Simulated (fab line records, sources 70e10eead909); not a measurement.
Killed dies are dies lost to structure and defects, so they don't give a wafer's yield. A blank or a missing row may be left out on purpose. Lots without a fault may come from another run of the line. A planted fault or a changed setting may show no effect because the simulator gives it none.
fab line records | flow nand_harc
record lots=24 wafers=72 last_day=33
route steps=1302 shown A_CHANNEL_HOLE_D2@589 A_CHANNEL_FILL_D2@637 A_STAIRCASE@639
lots that met no fault: from a run of the same line without faults
start_h: hours from the record's first day to the start of the lot's first wafer shown | wait_h: hours since the lot's step before | " the same as in the row above | L1.1+2: a row that stands for several wafers | - no value, or no start given | * or withheld: withheld | < > ~ a bound
route shown NAME@n: a module of which the file shows steps, and the number in the route of the first | usual: mean/standard deviation of fault-free wafers | same: alike in all rows | chamber/n: place in a boat | sites: the reading at each site | _std_site: their standard deviation | _edge_site: outer sites' mean less inner sites' | radius_mm: how far each site lies from the wafer's centre | mask NAME#n: copy n | behind: the tool/chamber that last shaped the wafer | hold: why the lot was held/for how many hours/how that ended | device: the transistor (n, p or np) that didn't switch | end of line: the same wafers' tests at the end of the route | a step without rows: its recipe alone | killed: dies lost to structure and defects at the first sort, not the wafer's yield | map: a wafer's dies, x killed, . not, _ none there
set.NAME: the setting as run; set.NAME@STEP: as run at that earlier step | model.NAME: the simulator's own value behind a step, which no gauge read
steps of the route over a sample of lots; a table a step, a row a wafer
services: from which hour (start_h, from the record's first day; less than 0 if before it) a tool's chamber was out of use, for how many hours, and why
## steps
# step NHARC_A_CHANNEL_HOLE_D2_ETCH_16
# recipe target_depth_a=31000 over_etch_frac=0.3 time_s=806 ion_energy_ev=150 o2_flow_sccm=400 cos_flow_sccm=20 ar_flow_sccm=0 rf_w=500 bias_w=300 chemistry=O2/COS
# usual drypump_motor_current_A=5.8/0.47 oes_product_au=1.002/0.0066 rf_vpp_V=314.8/1.8 showerhead_plenum_p_Torr=3.16/0.11 throttle_valve_pct=28.329/0.0092
# same over_etch_frac=0.3
# columns lot.wafer tool chamber start_h wait_h drypump_motor_current_A oes_product_au rf_hours_counter_h rf_vpp_V showerhead_plenum_p_Torr throttle_valve_pct
L074.1 rie_diel-02 3 - - 5.7 1.001 2.9 316.1 3.29 28.325
L074.3 " 2 " " 5.1 1.004 2.9 314.0 3.07 28.322
L074.6 " 0 " " 6.0 1.005 - 315.7 3.15 28.339
L075.3 rie_diel-02 3 - - 5.8 1.008 4.4 316.5 3.29 28.330
L075.4 " 0 " " 6.0 1.004 5.2 314.7 3.15 28.318
L075.2 " 2 " " 5.1 1.007 4.0 313.0 3.07 28.336
L077.4 rie_diel-02 3 - - 5.8 1.004 5.2 316.3 3.29 28.333
L077.1 " 2 " " 5.1 1.000 4.6 313.5 3.07 28.331
L077.5 " 3 " " 5.7 0.997 - 317.0 3.29 28.334
L078.2 rie_diel-05 3 - - 6.0 0.991 6.1 316.3 3.26 28.338
L078.3 " 1 " " 5.7 0.992 6.4 317.8 3.28 28.334
L078.5 " 3 " " 6.0 0.989 - 314.2 3.26 28.349
L076.1 rie_diel-05 2 - - 5.1 0.997 6.1 317.4 3.34 28.344
L076.3 " 3 " " 6.0 0.994 7.4 316.6 3.26 28.340
L076.2 " 0 " " 6.3 0.992 7.4 314.5 3.19 28.331
L079.2 rie_diel-02 0 - - 6.0 1.004 7.7 313.2 3.15 28.330
L079.3 " 2 " " 5.1 0.991 6.2 312.7 3.07 28.321
L079.5 " 3 " " 5.8 1.003 - 316.9 3.29 28.335
L080.2 rie_diel-07 3 - - 6.0 1.003 2.3 315.4 3.19 28.340
L080.1 " 1 " " 5.5 1.010 1.6 312.8 3.01 28.318
L080.5 " 3 " " 6.0 1.004 - 316.1 3.19 28.313
L082.4 rie_diel-02 2 - - 5.1 1.015 7.5 311.5 3.07 28.335
L082.1 " 0 " " 6.0 1.012 9.2 314.8 3.15 28.322
L082.6 " 3 " " 5.7 1.010 - 315.1 3.29 28.324
L081.2 rie_diel-02 3 - - 5.8 0.999 9.2 318.1 3.29 28.315
L081.1 " 0 " " 6.0 1.000 9.6 315.8 3.15 28.327
L081.5 " 2 " " 5.1 0.996 - 313.7 3.07 28.332
L083.2 rie_diel-07 0 - - 6.3 0.995 4.5 313.7 3.09 28.351
L083.3 " 1 " " 5.6 0.997 3.7 311.7 3.01 28.335
L083.6 " 0 " " 6.3 0.997 - 314.3 3.09 28.344
L084.1 rie_diel-07 1 - - 5.6 1.003 4.4 313.2 3.01 28.333
L084.4 " 0 " " 6.3 0.997 5.2 314.0 3.09 28.336
L084.5 " 1 " " 5.6 1.002 - 311.7 3.01 28.341
L085.2 rie_diel-05 1 - - 5.7 0.999 11.7 316.2 3.28 28.322
L085.5 " 0 " " 6.4 1.003 - 314.4 3.19 28.321
L085.6 " 1 " " 5.7 0.999 - 316.2 3.28 28.334
L086.4 rie_diel-02 1 - - 6.5 1.003 0.5 313.3 3.02 28.324
L086.2 " 2 " " 5.1 0.999 0.5 313.3 3.07 28.344
L086.5 " 0 " " 6.0 0.996 - 314.8 3.15 28.332
L087.4 rie_diel-02 1 - - 6.5 1.004 1.8 312.5 3.02 28.341
L087.2 " 3 " " 5.8 1.006 1.4 315.3 3.29 28.331
L087.3 " 0 " " 6.0 0.996 1.6 314.8 3.15 28.342
L088.3 rie_diel-05 3 - - 5.9 0.994 2.5 316.1 3.25 28.321
L088.4 " 1 " " 5.7 1.010 2.4 316.3 3.27 28.324
L088.6 " 3 " " 6.0 1.013 - 315.2 3.25 28.333
L089.1 rie_diel-02 0 - - 6.0 0.992 2.6 315.2 3.15 28.333
L089.3 " 1 " " 6.5 0.999 2.9 312.8 3.02 28.323
L089.4 " 2 " " 5.1 0.989 2.5 311.9 3.07 28.323
L091.3 rie_diel-07 1 - - 5.6 0.996 7.2 312.1 3.00 28.334
L091.4 " 2 " " 5.4 1.003 6.7 312.9 3.02 28.325
L091.1 " 3 " " 6.0 1.006 6.8 314.9 3.19 28.325
L090.4 rie_diel-05 0 - - 6.3 1.008 3.0 315.0 3.18 28.326
L090.6 " 1 " " 5.7 1.000 - 316.3 3.27 28.331
L090.5 " 2 " " 5.1 0.999 - 317.0 3.34 28.327
L092.2 rie_diel-02 2 - - 5.1 0.998 4.0 314.1 3.07 28.333
L092.4 " 3 " " 5.7 1.014 3.7 316.7 3.29 28.340
L092.6 " 3 " " 5.7 1.009 - 317.7 3.29 28.308
L095.4 rie_diel-02 2 - - 5.1 1.012 5.0 313.6 3.07 28.333
L095.1 " 3 " " 5.8 1.010 4.7 317.0 3.29 28.330
L095.5 " 2 " " 5.1 1.008 - 311.7 3.07 28.333
L094.2 rie_diel-05 2 - - 5.1 0.990 5.5 318.8 3.34 28.305
L094.6 " 2 " " 5.1 1.001 - 318.2 3.34 28.322
L094.5 " 3 " " 6.0 1.005 - 316.6 3.25 28.330
L093.1 rie_diel-02 0 - - 6.0 1.005 5.8 314.1 3.15 28.313
L093.6 " 1 " " 6.5 0.991 - 312.7 3.01 28.336
L093.5 " 2 " " 5.1 1.001 - 311.5 3.07 28.342
L096.1 rie_diel-02 3 - - 5.8 1.017 6.1 316.0 3.29 28.326
L096.6 " 2 " " 5.1 1.002 - 314.8 3.07 28.327
L096.5 " 3 " " 5.7 1.014 - 316.1 3.29 28.321
L097.1 rie_diel-05 1 - - 5.7 1.005 5.9 316.9 3.27 28.337
L097.2 " 2 " " 5.1 0.989 6.6 316.4 3.33 28.338
L097.6 " 0 " " 6.3 1.000 - 316.1 3.18 28.330
# step NHARC_A_CHANNEL_HOLE_D2_ETCH_22
# recipe bias_v=3000 source_w=withheld pressure_mtorr=20 time_s=666.7 ar_flow_sccm=375 c4f8_flow_sccm=89.3 o2_flow_sccm=35.7 temp_c=-20 target_depth_a=16000 chemistry=C4F8/O2/Ar
# usual drypump_motor_current_A=6.0/0.43 showerhead_plenum_p_Torr=3.63/0.15 throttle_valve_pct=32.154/0.0094
# columns lot.wafer tool chamber start_h wait_h drypump_motor_current_A rf_hours_counter_h showerhead_plenum_p_Torr throttle_valve_pct
L074.1 har_etch-02 1 284.94 0.4 6.3 364 3.54 32.163
L074.3 " 1 " " 6.3 - 3.54 32.164
L074.6 " 0 " " 6.8 - 3.50 32.169
L075.2 har_etch-02 1 299.30 0.4 6.4 372 3.54 32.150
L075.3 " 0 " " 6.8 - 3.50 32.147
L075.4 " 1 " " 6.3 - 3.54 32.159
L077.1 har_etch-02 0 320.27 0.4 6.8 380 3.49 32.167
L077.4 " 1 " " 6.3 - 3.53 32.142
L077.5 " 0 " " 6.7 - 3.49 32.160
L078.2 har_etch-01 0 320.57 0.4 6.0 150 3.70 32.161
L078.3 " 1 " " 5.6 - 3.54 32.162
L078.5 " 0 " " 6.0 - 3.70 32.152
L076.1 har_etch-01 0 331.26 0.4 6.0 157 3.69 32.161
L076.2 " 1 " " 5.5 157 3.54 32.163
L076.3 " 1 " " 5.5 - 3.54 32.141
L079.2 har_etch-02 0 346.77 0.4 6.8 395 3.48 32.168
L079.3 " 1 " " 6.3 - 3.53 32.176
L079.5 " 0 " " 6.7 - 3.48 32.163
L080.1 har_etch-01 0 346.80 0.4 6.0 165 3.69 32.148
L080.2 " 1 " " 5.5 165 3.53 32.166
L080.5 " 0 " " 6.0 - 3.69 32.158
L082.1 har_etch-01 1 371.13 0.4 5.5 176 3.53 32.146
L082.4 " 0 " " 6.0 - 3.68 32.152
L082.6 " 1 " " 5.5 - 3.53 32.155
L081.1 har_etch-01 0 375.29 0.4 6.0 180 3.68 32.146
L081.2 " 1 " " 5.5 180 3.52 32.140
L081.5 " 1 " " 5.5 - 3.52 32.149
L083.2 har_etch-01 0 386.17 0.4 6.0 188 3.68 32.147
L083.3 " 0 " " 6.0 - 3.68 32.159
L083.6 " 1 " " 5.5 - 3.52 32.152
L084.1 har_etch-02 0 402.25 0.4 6.8 5 3.93 32.156
L084.4 " 0 " " 6.7 - 3.93 32.157
L084.5 " 0 " " 6.7 - 3.93 32.138
L085.2 har_etch-01 0 402.89 0.4 6.0 203 3.67 32.162
L085.6 " 1 " " 5.5 - 3.51 32.138
L085.5 " 0 " " 6.0 - 3.67 32.149
L086.2 har_etch-01 0 419.59 0.4 6.0 211 3.67 32.167
L086.4 " 1 " " 5.5 - 3.51 32.146
L086.5 " 0 " " 6.0 - 3.67 32.152
L087.2 har_etch-01 0 431.93 0.4 6.0 219 3.66 32.141
L087.4 " 0 " " 6.0 - 3.66 32.147
L087.3 " 1 " " 5.5 - 3.50 32.136
L088.3 har_etch-02 0 451.68 0.4 6.7 - 3.91 32.154
L088.4 " 1 " " 6.3 - 3.91 32.154
L088.6 " 1 " " 6.3 - 3.91 32.140
L089.1 har_etch-01 1 454.16 0.4 5.5 234 3.50 32.146
L089.3 " 0 " " 6.0 - 3.65 32.161
L089.4 " 1 " " 5.5 - 3.50 32.156
L091.1 har_etch-02 0 468.88 0.4 6.8 43 3.91 32.150
L091.4 " 1 " " 6.3 - 3.91 32.159
L091.3 " 0 " " 6.8 - 3.91 32.151
L090.4 har_etch-01 0 470.86 0.4 6.0 - 3.65 32.156
L090.6 " 1 " " 5.5 - 3.49 32.162
L090.5 " 0 " " 6.0 - 3.65 32.149
L092.2 har_etch-01 0 481.56 0.4 5.9 249 3.64 32.159
L092.4 " 1 " " 5.5 - 3.49 32.164
L092.6 " 1 " " 5.5 - 3.49 32.159
L095.1 har_etch-01 1 499.03 0.4 5.5 257 3.48 32.158
L095.4 " 0 " " 6.0 - 3.64 32.142
L095.5 " 1 " " 5.5 - 3.48 32.147
L094.2 har_etch-01 1 503.29 0.4 5.5 261 3.48 32.137
L094.5 " 0 " " 6.0 - 3.64 32.152
L094.6 " 1 " " 5.5 - 3.48 32.159
L093.1 har_etch-01 1 511.62 0.4 5.5 269 3.48 32.160
L093.5 " 0 " " 6.0 - 3.63 32.170
L093.6 " 1 " " 5.5 - 3.48 32.170
L096.1 har_etch-02 1 512.90 0.4 6.3 73 3.89 32.149
L096.5 " 1 " " 6.2 - 3.89 32.149
L096.6 " 0 " " 6.8 - 3.89 32.145
L097.1 har_etch-01 0 522.45 0.4 6.0 272 3.63 32.153
L097.2 " 1 " " 5.5 272 3.48 32.153
L097.6 " 0 " " 6.0 - 3.63 32.180
# step NHARC_A_CHANNEL_FILL_D2_RTA_24
# recipe temp_c=1000 time_s=5
# usual lamp_power_pct=31.9/0.41 wafer_temp_C_max=1004.5/1
# columns lot.wafer tool chamber start_h wait_h lamp_power_pct wafer_temp_C_max
L074.1 rtp_anneal-02 0 337.37 0.0 32.3 1004.3
L074.3 " 0 " " 32.3 1003.3
L074.6 " 0 " " 32.3 1003.7
L075.2 rtp_anneal-01 0 352.74 0.1 31.5 1004.7
L075.3 " 0 " " 31.5 1003.3
L075.4 " 0 " " 31.5 1007.1
L077.1 rtp_anneal-02 0 373.15 0.0 32.4 1004.9
L077.4 " 0 " " 32.4 1004.9
L077.5 " 0 " " 32.4 1004.5
L078.2 rtp_anneal-02 0 373.35 0.2 32.4 1003.7
L078.3 " 0 " " 32.4 1003.7
L078.5 " 0 " " 32.3 1005.4
L076.1 rtp_anneal-01 0 392.43 0.0 31.5 1003.6
L076.2 " 0 " " 31.5 1004.9
L076.3 " 0 " " 31.6 1003.3
L079.2 rtp_anneal-01 0 399.57 0.1 31.5 1003.2
L079.3 " 0 " " 31.5 1003.5
L079.5 " 0 " " 31.5 1004.8
L080.1 rtp_anneal-02 0 403.05 0.0 32.3 1004.4
L080.2 " 0 " " 32.3 1005.6
L080.5 " 0 " " 32.4 1005.5
L082.1 rtp_anneal-02 0 426.61 0.0 32.4 1004.1
L082.4 " 0 " " 32.4 1004.4
L082.6 " 0 " " 32.4 1003.7
L081.1 rtp_anneal-01 0 426.61 0.0 31.5 1003.7
L081.2 " 0 " " 31.6 1003.4
L081.5 " 0 " " 31.5 1002.6
L083.2 rtp_anneal-01 0 439.10 0.1 31.6 1003.5
L083.3 " 0 " " 31.5 1005.0
L083.6 " 0 " " 31.5 1005.6
L084.1 rtp_anneal-02 0 454.36 0.0 32.3 1003.8
L084.4 " 0 " " 32.3 1003.9
L084.5 " 0 " " 32.4 1004.0
L085.2 rtp_anneal-01 0 454.39 0.1 31.5 1004.0
L085.5 " 0 " " 31.6 1003.5
L085.6 " 0 " " 31.5 1002.9
L086.2 rtp_anneal-01 0 471.79 0.1 31.5 1003.8
L086.4 " 0 " " 31.6 1003.4
L086.5 " 0 " " 31.5 1003.6
L087.2 rtp_anneal-01 0 486.56 0.1 31.4 1004.6
L087.3 " 0 " " 31.5 1004.7
L087.4 " 0 " " 31.5 1005.7
L089.1 rtp_anneal-02 0 504.41 0.0 32.4 1002.3
L089.3 " 0 " " 32.4 1004.3
L089.4 " 0 " " 32.4 1004.1
L088.3 rtp_anneal-02 0 504.64 0.3 32.3 1004.0
L088.4 " 0 " " 32.3 1006.9
L088.6 " 0 " " 32.3 1003.5
L091.1 rtp_anneal-01 0 524.94 0.0 31.5 1004.6
L091.3 " 0 " " 31.5 1004.3
L091.4 " 0 " " 31.5 1007.0
L090.4 rtp_anneal-02 0 525.02 0.1 32.3 1004.1
L090.5 " 0 " " 32.3 1005.8
L090.6 " 0 " " 32.4 1003.9
L092.2 rtp_anneal-02 0 534.63 0.1 32.3 1006.0
L092.4 " 0 " " 32.3 1004.2
L092.6 " 0 " " 32.3 1003.6
L095.1 rtp_anneal-01 0 553.59 0.0 31.5 1005.3
L095.4 " 0 " " 31.5 1004.2
L095.5 " 0 " " 31.6 1005.7
L094.2 rtp_anneal-01 0 560.02 0.1 31.5 1005.4
L094.5 " 0 " " 31.5 1005.5
L094.6 " 0 " " 31.6 1005.8
L093.1 rtp_anneal-02 0 565.55 0.0 32.3 1003.9
L093.5 " 0 " " 32.3 1003.7
L093.6 " 0 " " 32.3 1004.0
L096.1 rtp_anneal-01 0 565.58 0.0 31.5 1004.6
L096.5 " 0 " " 31.6 1004.5
L096.6 " 0 " " 31.5 1005.9
L097.1 rtp_anneal-01 0 576.11 0.0 31.5 1004.0
L097.2 " 0 " " 31.5 1003.5
L097.6 " 0 " " 31.5 1006.2
# step NHARC_A_STAIRCASE_DEP_156
# recipe target_thk_a=500 temp_c=400 target_thk_nm=50 flow_sccm=200 rf_w=450 material=SiNx
# usual heater_power_outer_w=432/99 heater_power_w=734/140
# columns lot.wafer tool chamber start_h wait_h heater_power_outer_w heater_power_w
L074.3 pecvd-02 2 337.81 0.1 346 666
L074.1 " 1 " " 328 603
L074.6 " 2 " " 353 674
L075.2 pecvd-02 0 352.97 0.1 555 868
L075.3 " 1 " " 258 497
L075.4 " 1 " " 278 511
L077.1 pecvd-01 2 373.44 0.1 559 929
L077.5 " 1 " " 469 784
L077.4 " 2 " " 563 908
L078.2 pecvd-02 1 373.58 0.1 277 500
L078.3 " 2 " " 370 693
L078.5 " 1 " " 275 499
L076.2 pecvd-03 2 392.69 0.1 411 651
L076.1 " 0 " " 260 527
L076.3 " 1 " " 398 726
L079.2 pecvd-01 0 399.80 0.1 454 695
L079.3 " 2 " " 538 897
L079.5 " 0 " " 364 562
L080.2 pecvd-03 1 403.34 0.1 494 848
L080.1 " 2 " " 399 643
L080.5 " 0 " " 317 577
L081.1 pecvd-02 2 426.90 0.1 490 865
L081.2 " 0 " " 595 912
L081.5 " 2 " " 493 840
L082.1 pecvd-01 2 426.90 0.1 467 813
L082.6 " 2 " " 471 793
L082.4 " 0 " " 429 665
L083.2 pecvd-02 1 439.52 0.1 321 560
L083.3 " 2 " " 424 785
L083.6 " 1 " " 320 554
L085.2 pecvd-03 0 454.67 0.1 285 567
L085.5 " 2 " " 405 660
L085.6 " 0 " " 294 563
L084.1 pecvd-01 2 454.69 0.1 474 798
L084.5 " 1 " " 426 742
L084.4 " 2 " " 483 803
L086.2 pecvd-02 1 472.02 0.1 314 551
L086.5 " 1 " " 308 552
L086.4 " 0 " " 616 980
L087.3 pecvd-02 2 486.79 0.1 419 777
L087.2 " 0 " " 509 839
L087.4 " 1 " " 269 478
L089.1 pecvd-02 1 504.73 0.1 305 545
L089.3 " 0 " " 629 979
L089.4 " 0 " " 605 973
L088.3 pecvd-03 2 504.90 0.1 419 664
L088.4 " 0 " " 310 592
L088.6 " 1 " " 479 848
L091.1 pecvd-03 0 525.23 0.1 302 570
L091.3 " 1 " " 477 859
L091.4 " 0 " " 304 576
L090.5 pecvd-02 1 525.28 0.1 319 565
L090.6 " 2 " " 391 711
L090.4 " 0 " " 576 927
L092.2 pecvd-01 0 534.90 0.1 415 635
L092.4 " 0 " " 417 633
L092.6 " 1 " " 547 930
L095.1 pecvd-02 0 554.00 0.2 576 913
L095.4 " 1 " " 328 555
L095.5 " 0 " " 576 911
L094.2 pecvd-03 0 560.31 0.1 263 529
L094.5 " 2 " " 387 655
L094.6 " 0 " " 264 521
L093.1 pecvd-03 2 565.84 0.1 388 682
L093.6 " 1 " " 458 787
L093.5 " 0 " " 310 566
L096.1 pecvd-01 2 565.84 0.1 526 910
L096.6 " 0 " " 418 662
L096.5 " 1 " " 498 878
L097.2 pecvd-01 1 576.38 0.1 525 889
L097.1 " 2 " " 552 913
L097.6 " 1 " " 510 887
# step NHARC_A_STAIRCASE_ETCH_170
# recipe target_depth_a=2000 time_s=66.667 ion_energy_ev=250 c4f6_flow_sccm=25 o2_flow_sccm=20 ar_flow_sccm=500 rf_w=600 bias_w=500 chemistry=C4F6/O2
# usual drypump_motor_current_A=5.7/0.69 oes_product_au=0.975/0.015 rf_vpp_V=547/3.8 showerhead_plenum_p_Torr=3.93/0.18 throttle_valve_pct=26.902/0.0086
# columns lot.wafer tool chamber start_h wait_h drypump_motor_current_A oes_product_au rf_hours_counter_h rf_vpp_V showerhead_plenum_p_Torr throttle_valve_pct
L074.1 rie_diel-12 0 - - 5.0 0.994 21 541 3.66 26.907
L074.3 " 1 " " 4.8 0.983 17 546 3.89 26.901
L074.6 " 0 " " 5.0 0.993 - 541 3.66 26.912
L075.4 rie_diel-12 2 - - 6.4 0.994 22 544 3.77 26.900
L075.3 " 3 " " 6.4 0.994 27 551 4.14 26.901
L075.2 " 0 " " 5.0 0.992 28 541 3.65 26.884
L077.4 rie_diel-09 0 - - 5.2 0.984 21 547 3.90 26.903
L077.1 " 1 " " 5.5 0.973 19 542 3.66 26.900
L077.5 " 2 " " 5.8 0.957 - 548 3.99 26.902
L078.2 rie_diel-13 0 - - 6.4 0.988 9 543 3.75 26.908
L078.3 " 2 " " 5.7 0.992 5 543 3.76 26.916
L078.5 " 1 " " 5.2 0.976 - 546 3.89 26.903
L076.2 rie_diel-12 3 - - 6.3 0.990 38 551 4.14 26.911
L076.3 " 0 " " 5.0 0.989 38 540 3.65 26.913
L076.1 " 2 " " 6.4 0.974 36 544 3.76 26.905
L079.2 rie_diel-12 1 - - 4.8 0.977 40 547 3.88 26.907
L079.3 " 2 " " 6.4 0.955 40 544 3.76 26.909
L079.5 " 1 " " 4.8 0.968 - 547 3.88 26.884
L080.2 rie_diel-09 2 - - 5.8 0.929 26 548 3.98 26.904
L080.1 " 0 " " 5.2 0.934 34 546 3.90 26.902
L080.5 " 1 " " 5.5 0.938 - 543 3.65 26.908
L082.1 rie_diel-12 0 - - 5.0 0.981 52 542 3.64 26.907
L082.4 " 2 " " 6.4 0.985 50 542 3.75 26.892
L082.6 " 0 " " 5.0 0.977 - 543 3.64 26.880
L081.2 rie_diel-12 2 - - 6.5 0.964 50 544 3.75 26.895
L081.1 " 0 " " 5.0 0.954 52 541 3.64 26.904
L081.5 " 2 " " 6.5 0.968 - 543 3.75 26.890
L083.3 rie_diel-12 3 - - 6.3 0.987 53 550 4.13 26.912
L083.2 " 0 " " 5.0 0.999 55 541 3.64 26.896
L083.6 " 2 " " 6.4 0.975 - 544 3.75 26.895
L084.1 rie_diel-12 3 - - 6.3 0.990 0 551 4.13 26.910
L084.4 " 1 " " 4.8 0.993 0 547 3.87 26.903
L084.5 " 0 " " 5.0 0.994 - 554 4.23 26.908
L085.2 rie_diel-12 2 - - 6.4 0.988 0 545 3.75 26.889
L085.6 " 2 " " 6.4 0.999 - 545 3.75 26.894
L085.5 " 3 " " 6.3 0.975 - 552 4.12 26.910
L086.2 rie_diel-12 3 - - 6.4 0.977 7 552 4.12 26.890
L086.5 " 2 " " 6.4 0.968 - 542 3.75 26.905
L086.4 " 3 " " 6.3 0.976 - 550 4.12 26.901
L087.4 rie_diel-09 0 - - 5.2 0.981 61 546 3.88 26.910
L087.3 " 1 " " 5.5 0.991 59 542 3.64 26.919
L087.2 " 2 " " 5.8 0.973 52 549 3.96 26.910
L089.3 rie_diel-12 0 - - 5.0 0.970 12 552 4.22 26.898
L089.1 " 1 " " 4.8 0.981 15 546 3.86 26.889
L089.4 " 2 " " 6.4 0.989 14 543 3.74 26.886
L088.4 rie_diel-12 0 - - 5.0 0.978 12 552 4.22 26.897
L088.3 " 1 " " 4.8 0.982 15 546 3.86 26.901
L088.6 " 3 " " 6.3 0.983 - 552 4.12 26.900
L090.4 rie_diel-09 1 - - 5.5 0.982 7 553 4.22 26.910
L090.5 " 1 " " 5.5 0.978 - 554 4.22 26.878
L090.6 " 2 " " 5.7 0.980 - 548 3.96 26.904
L091.1 rie_diel-09 2 - - 5.7 0.943 5 549 3.96 26.893
L091.4 " 0 " " 5.2 0.956 7 546 3.87 26.899
L091.3 " 1 " " 5.5 0.961 8 554 4.22 26.903
L092.2 rie_diel-12 1 - - 4.8 0.997 27 545 3.85 26.909
L092.4 " 3 " " 6.3 0.974 25 551 4.11 26.897
L092.6 " 1 " " 4.8 0.987 - 544 3.85 26.909
L095.4 rie_diel-09 3 - - 6.5 0.960 14 549 4.03 26.895
L095.1 " 1 " " 5.5 0.948 16 552 4.22 26.886
L095.5 " 3 " " 6.5 0.961 - 548 4.03 26.913
L094.2 rie_diel-12 2 - - 6.4 0.979 35 544 3.73 26.913
L094.5 " 1 " " 4.8 0.973 - 546 3.85 26.896
L094.6 " 2 " " 6.4 0.976 - 542 3.73 26.898
L093.1 rie_diel-12 3 - - 6.3 0.985 34 552 4.10 26.904
L093.6 " 1 " " 4.8 0.977 - 546 3.84 26.895
L093.5 " 2 " " 6.4 0.986 - 543 3.73 26.908
L096.1 rie_diel-12 2 - - 6.4 0.963 37 543 3.73 26.886
L096.5 " 2 " " 6.5 0.966 - 543 3.73 26.899
L096.6 " 3 " " 6.2 0.961 - 549 4.10 26.899
L097.2 rie_diel-12 0 - - 5.0 0.989 38 551 4.20 26.896
L097.1 " 2 " " 6.4 0.973 41 542 3.73 26.912
L097.6 " 0 " " 5.0 0.972 - 553 4.20 26.891
# step NHARC_A_STAIRCASE_ETCH_13
# recipe target_depth_a=1000 time_s=40.5 ion_energy_ev=400 c4f8_flow_sccm=20 o2_flow_sccm=10 ar_flow_sccm=withheld rf_w=600 bias_w=1000 chemistry=C4F8/O2
# usual oes_product_au=0.944/0.013 rf_vpp_V=896/6
# columns lot.wafer tool chamber start_h wait_h oes_product_au rf_hours_counter_h rf_vpp_V
L074.1 rie_diel-12 0 - - 0.930 22 888
L074.3 " 3 " " 0.938 19 905
L074.6 " 0 " " 0.942 - 886
L075.4 rie_diel-12 3 - - 0.947 28 904
L075.3 " 0 " " 0.953 29 885
L075.2 " 2 " " 0.965 23 891
L077.4 rie_diel-13 2 - - 0.941 5 891
L077.1 " 1 " " 0.928 7 893
L077.5 " 3 " " 0.925 - 902
L078.2 rie_diel-09 2 - - 0.944 16 898
L078.3 " 3 " " 0.958 19 899
L078.5 " 3 " " 0.949 - 900
L076.1 rie_diel-09 0 - - 0.923 28 896
L076.2 " 1 " " 0.962 27 887
L076.3 " 2 " " 0.965 22 897
L079.2 rie_diel-09 0 - - 0.937 34 894
L079.3 " 1 " " 0.954 30 887
L079.5 " 1 " " 0.958 - 887
L080.1 rie_diel-13 3 - - 0.935 23 901
L080.2 " 0 " " 0.934 23 891
L080.5 " 3 " " 0.939 - 902
L081.1 rie_diel-13 2 - - 0.966 25 891
L081.2 " 0 " " 0.942 30 890
L081.5 " 1 " " 0.944 - 893
L082.4 rie_diel-12 3 - - 0.941 50 902
L082.1 " 2 " " 0.931 51 891
L082.6 " 0 " " 0.935 - 887
L083.3 rie_diel-09 2 - - 0.960 36 897
L083.2 " 3 " " 0.962 39 898
L083.6 " 0 " " 0.961 - 896
L084.1 rie_diel-12 2 - - 0.952 1 891
L084.4 " 1 " " 0.967 1 894
L084.5 " 3 " " 0.944 - 903
L085.2 rie_diel-09 1 - - 0.932 50 885
L085.6 " 2 " " 0.923 - 898
L085.5 " 3 " " 0.935 - 899
L086.4 rie_diel-12 1 - - 0.950 7 894
L086.2 " 3 " " 0.951 7 902
L086.5 " 2 " " 0.944 - 890
L087.3 rie_diel-09 1 - - 0.962 59 885
L087.4 " 3 " " 0.931 55 900
L087.2 " 0 " " 0.943 61 894
L089.4 rie_diel-09 1 - - 0.939 0 907
L089.1 " 2 " " 0.929 0 898
L089.3 " 3 " " 0.928 0 901
L088.3 rie_diel-09 2 - - 0.914 0 897
L088.4 " 0 " " 0.922 0 894
L088.6 " 1 " " 0.936 - 905
L090.4 rie_diel-09 1 - - 0.958 8 907
L090.5 " 0 " " 0.934 - 894
L090.6 " 1 " " 0.941 - 907
L091.3 rie_diel-13 3 - - 0.940 0 901
L091.4 " 1 " " 0.952 0 895
L091.1 " 2 " " 0.963 0 890
L092.2 rie_diel-12 2 - - 0.936 28 891
L092.4 " 0 " " 0.939 23 906
L092.6 " 1 " " 0.937 - 892
L095.4 rie_diel-12 0 - - 0.934 31 906
L095.1 " 1 " " 0.932 37 895
L095.5 " 3 " " 0.931 - 902
L094.2 rie_diel-12 0 - - 0.949 33 906
L094.5 " 2 " " 0.968 - 889
L094.6 " 3 " " 0.960 - 900
L093.1 rie_diel-13 3 - - 0.956 13 900
L093.5 " 1 " " 0.944 - 894
L093.6 " 2 " " 0.961 - 889
L096.1 rie_diel-13 3 - - 0.930 14 900
L096.5 " 2 " " 0.945 - 891
L096.6 " 3 " " 0.924 - 899
L097.1 rie_diel-09 3 - - 0.951 23 899
L097.2 " 2 " " 0.943 21 897
L097.6 " 2 " " 0.948 - 899
## services
# columns tool chamber start_h hours kind
rie_diel-12 - 269.40 9.0 pm
rie_diel-09 - 294.76 0.8 repair
pecvd-02 0 305.80 3.8 repair
rie_diel-12 2 314.33 11.1 repair
rie_diel-09 3 315.17 7.7 repair
rie_diel-12 - 319.66 1.6 repair
rie_diel-09 - 320.17 9.0 pm
rie_diel-02 1 323.96 3.4 repair
rie_diel-12 1 339.56 4.2 repair
rtp_anneal-01 - 372.00 12.0 pm
rie_diel-02 - 393.84 9.0 pm
pecvd-02 - 408.35 13.0 pm
rie_diel-09 0 415.18 2.8 repair
rie_diel-12 - 446.40 9.0 pm
rie_diel-12 0 465.41 9.0 repair
rie_diel-09 - 497.46 9.0 pm
rie_diel-02 1 498.26 6.0 repair
rie_diel-02 1 519.51 15.1 repair
rie_diel-02 0 521.29 2.6 repair
rie_diel-02 3 559.94 10.0 repair
rie_diel-02 - 570.84 9.0 pm
pecvd-02 1 572.01 5.2 repair
rie_diel-09 - 572.15 0.2 repair
rie_diel-09 1 573.14 4.5 repair
## key
fault none
